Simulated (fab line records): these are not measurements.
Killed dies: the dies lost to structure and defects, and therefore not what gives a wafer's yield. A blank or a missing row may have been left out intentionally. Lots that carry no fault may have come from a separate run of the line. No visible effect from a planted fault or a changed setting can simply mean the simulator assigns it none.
A struck lot beside a sound one + flow nand harc + 15 out of 1302 route steps
Sound: wafers L233.2, L233.3, L233.4. Struck: wafer L236.6 (L236.3, L236.4, from the same lot, were not struck and are left out); the cause is given at the end.
For every step that has rows: the tool of each side, followed by ch and its chambers, followed by its first start. Under that, the readings that differ: sound wafers + struck wafers + difference of the means + sigmas: that difference in standard deviations of wafers without a fault.
alike: a reading whose means differ by less than 2 such deviations, as well as words and numbers matching on both sides. not compared: withheld readings; readings where some wafer has no value; bounds like >300 that might hide an equal value; numbers whose values overlap and for which the record gives no deviation.
The two part at a step that has a row with sigmas, a row that says differs or no value, or rows on one side only. Numbers that have no deviation but don't overlap get no sigmas and don't part them. A reading that every wafer of one side lacks parts them only if that side has two wafers or more.

first, 6 steps without rows for these wafers: NHARC_A_CONTACT_COAT_02 (resist thk 90 nm); NHARC_A_CONTACT_SOFTBAKE_03 (time 55 s); NHARC_A_CONTACT_EBR_04; NHARC_A_CONTACT_EXPOSE_05 (exposes mask A CC); NHARC_A_CONTACT_PEB_06 (peb time 65 s); NHARC_A_CONTACT_DEVELOP_07 (develop time 35 s).
NHARC_A_CONTACT_CD_MEAS_08 targets a cd of 200 nm.
  sound on cd sem-02 ch 0, day 28 06:59; struck on cd sem-02 ch 0, day 29 09:01
| reading    | sound             | struck | difference | sigmas |
|------------|-------------------|--------|------------|--------|
| cd nm (nm) | 201.4 201.2 200.4 | 200.0  | -1.0       | -2     |
NHARC_A_CONTACT_OVL_MEAS_09:
  sound on overlay-01 at day 28 07:05; struck on overlay-02 at day 29 09:07
  alike: overlay x nm, overlay y nm
NHARC_A_CONTACT_INSPECT_10:
  sound on defect inspect-01 at day 28 07:07; struck on defect inspect-01 at day 29 09:09
  alike: raw defect count
NHARC_A_CONTACT_DESCUM_13: chemistry O2, time 3 s.
  sound on rie diel-12 ch 0,1,2, day 28 07:10; struck on rie diel-03 ch 1, day 29 09:13
  alike: drypump motor current A, mfc ar sccm, oes product au, rf vpp V, showerhead plenum p Torr, throttle valve pct
  not compared: rf hours counter h
NHARC_A_CONTACT_ETCH_88: etches the open film in CF4, target depth 39 nm, time 65 s.
  sound on rie diel-12 ch 0,1,2, day 28 07:16; struck on rie diel-03 ch 1, day 29 09:18
  alike: drypump motor current A, mfc ar sccm, oes product au, rf vpp V, showerhead plenum p Torr, throttle valve pct
  not compared: rf hours counter h
NHARC_A_CONTACT_ETCH_89: etches the open film in N2/H2, target depth 260 nm, time 475.3 s.
  sound: rie diel-12 ch 0,1,2; struck: rie diel-03 ch 1
  alike: drypump motor current A, mfc ar sccm, oes product au, rf vpp V, showerhead plenum p Torr, throttle valve pct
  not compared: rf hours counter h
NHARC_A_CONTACT_ETCH_30: etches the open film in CF4/CHF3, target depth 72.6 nm, time 36.3 s.
  sound on rie diel-12 ch 0,1,3, day 28 07:41; struck on rie diel-03 ch 1, day 29 09:44
| reading                         | sound             | struck | difference | sigmas |
|---------------------------------|-------------------|--------|------------|--------|
| oes product au (a.u.)           | 0.902 0.921 0.925 | 0.791  | -0.125     | -8     |
| rf vpp V (V)                    | 374.1 371.1 370.3 | 369.0  | -2.8       | -2     |
| showerhead plenum p Torr (Torr) | 1.68 1.57 1.57    | 1.53   | -0.08      | -3     |
  alike: drypump motor current A, mfc ar sccm, throttle valve pct
  not compared: rf hours counter h
NHARC_A_CONTACT_ETCH_31: etches the open film in O2/COS, target depth 2800 nm, time 728 s.
  sound: rie diel-12 ch 1,2,3; struck: rie diel-03 ch 2
| reading                         | sound          | struck | difference | sigmas |
|---------------------------------|----------------|--------|------------|--------|
| showerhead plenum p Torr (Torr) | 3.12 3.34 3.17 | 3.00   | -0.21      | -3     |
  alike: drypump motor current A, mfc ar sccm, oes product au, rf vpp V, throttle valve pct
  not compared: rf hours counter h
-- record jumps: 2 days between struck wafers' starts before vs after; left off in module A_CONTACT, resumes in module END, first step shown is number 1302 of the route --
NHARC_END_SORT_01:
  at this point the record logs the struck wafers (prober-01 ch 0, day 31 13:37) and has no rows for the sound ones

WHERE THEY PART
At NHARC_A_CONTACT_CD_MEAS_08 first; at NHARC_END_SORT_01 last (within this record only).

WHY: the cause the simulator had injected
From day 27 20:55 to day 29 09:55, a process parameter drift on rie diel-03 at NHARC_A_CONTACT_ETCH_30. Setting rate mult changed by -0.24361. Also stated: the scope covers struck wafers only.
